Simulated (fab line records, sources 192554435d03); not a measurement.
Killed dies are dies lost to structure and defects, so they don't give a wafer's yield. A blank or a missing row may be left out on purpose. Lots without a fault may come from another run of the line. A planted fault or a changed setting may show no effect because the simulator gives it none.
Chamber matching | flow n5_finfet | N5_DUMMY_GATE_ETCH_23 on rie_si-02: 4 sister chambers
The step etches poly-Si in HBr/Cl2/O2, target depth 41 nm, time 22.3 s. 4 wafers are shown with their chamber, then 8 later ones without.

WAFERS WITH THEIR CHAMBER
wafer  | chamber | throttle_valve_pct (%)
L090.6 | 3       | 37.19
L091.1 | 1       | 36.85
L091.2 | 0       | 37.25
L093.1 | 2       | 36.73

WAFERS WITHOUT THEIR CHAMBER
wafer  | throttle_valve_pct (%)
L093.4 | 37.26
L093.5 | 37.19
L094.1 | 36.73
L094.5 | 36.85
L094.6 | 36.72
L095.4 | 37.19
L095.5 | 36.86
L095.6 | 36.72

WHICH CHAMBER EACH WENT THROUGH
wafer  | from the rows above | in truth
L093.4 | 0                   | 0
L093.5 | 3                   | 3
L094.1 | 2                   | 2
L094.5 | 1                   | 1
L094.6 | 2                   | 2
L095.4 | 3                   | 3
L095.5 | 1                   | 1
L095.6 | 2                   | 2
Placed correctly: 8 of 8. Can't be placed from these rows: 0. Placed wrongly: 0.
How it was worked out, from the rows above alone: a wafer's distance from a chamber is the root of the sum, over the readings, of the square of ((its reading less the chamber's mean) divided by the reading's scatter). The wafer belongs to the nearest chamber; if the next one is less than 2 further off, it can't be placed. A chamber's mean is the mean of its shown wafers. The scatter: with one shown wafer a chamber, the root of the mean of the squares of how far each hidden wafer lies from its nearest shown one.
